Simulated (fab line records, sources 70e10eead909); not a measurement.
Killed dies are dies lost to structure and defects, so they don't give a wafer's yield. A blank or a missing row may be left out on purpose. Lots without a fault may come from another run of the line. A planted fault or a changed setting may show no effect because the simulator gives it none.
Problem report in the 8D (eight disciplines) form, filled by code | flow nand_harc | the parts of the form that need people (team, actions taken, sign-off) are left out

1. THE PROBLEM
killed_at_array at NHARC_END_SORT_01 reads a mean of 673 on 2 wafers of 2 lots; wafers without a fault read 28 with a standard deviation of 11. That is +59 standard deviations from the usual mean.
First seen on wafer L657.6, day 23 19:05, on prober-02. The record holds 6 wafers of 2 lots with a number at this step. Rule for "out", or "out of limits": more than 4 standard deviations from the usual mean. The other wafers with a number count as sound.

2. WHAT IT IS AND WHAT IT IS NOT
question                    | is                           | is not
which readings at this step | killed_at_array, killed_dies | killed_at_other, killed_at_periphery, killed_open, killed_short
which lots                  | L657, L660                   | -
which wafers of those lots  | L657.6, L660.2               | L657.4, L657.5, L660.1, L660.3
read on which gauges        | prober-01, prober-02         | -
when                        | from day 23 19:05            | up to then (2 sound wafers); but 2 sound wafers of L660 came after

3. SUSPECTS, AND WHAT RULES EACH OUT
Counting: a tool at a process step up to the reading stays a suspect if it ran every lot that is out. Sound lots after the first of them don't rule it out here, since some wafers of a struck lot are sound.
- the gauge at NHARC_END_SORT_01: ruled out. The wafers that are out were read on 2 gauges (prober-01, prober-02).
- har_etch-02 at NHARC_A_SLIT_ETCH_17 (etches the open film in C4F8/O2/Ar, time 1687.5 s, target depth 10100 nm): kept. It ran every lot that is out, first L657 (day 18 12:17).
- ald_metal-03 at NHARC_A_WL_FILL_ALD_02 (deposits TiN, target thk 2 nm, pulse time 3 s, ald cycles 100): kept. It ran every lot that is out, first L657 (day 19 00:43).
- Within ald_metal-03 at NHARC_A_WL_FILL_ALD_02: the wafers that are out ran in chamber 0; their sound lot-mates ran in chambers 1, 2, 3.
Left after counting: har_etch-02 at NHARC_A_SLIT_ETCH_17, ald_metal-03 at NHARC_A_WL_FILL_ALD_02.

4. THE CAUSE (what the simulator had put in)
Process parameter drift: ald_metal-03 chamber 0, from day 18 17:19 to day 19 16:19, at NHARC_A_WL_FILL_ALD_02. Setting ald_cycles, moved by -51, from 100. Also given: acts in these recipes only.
Counting left 2 suspects, and this tool is among them.

5. THE CHAIN OF EFFECTS, in route order
Each row: a reading whose mean over the struck wafers that have a number lies more than 3 standard deviations from the usual. Only readings for which the record gives a usual standard deviation are gone through. hours: the time from each lot's start at the first step in this table that gives one to its start at this step, as a median over the lots. sigmas: the change in usual standard deviations.
hours | step              | reading         | usual | on struck wafers | change | sigmas
0     | NHARC_END_SORT_01 | killed_at_array | 28    | 673              | +645   | +59
0     | NHARC_END_SORT_01 | killed_dies     | 32    | 677              | +645   | +59

6. WHAT WOULD HAVE CAUGHT IT SOONER
In this record the first reading out of limits at a measuring or inspecting step was taken at day 23 19:05, 122 hours after the fault began at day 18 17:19.
Of the tool readings at NHARC_A_WL_FILL_ALD_02 for which the record gives a usual standard deviation, none was out on any struck wafer, so an alarm limit of 4 standard deviations on them would not have fired.
All the lots that are out (2) had begun NHARC_A_WL_FILL_ALD_02 on ald_metal-03 by day 23 19:05. A hold on the tool at that time would have spared none of them.
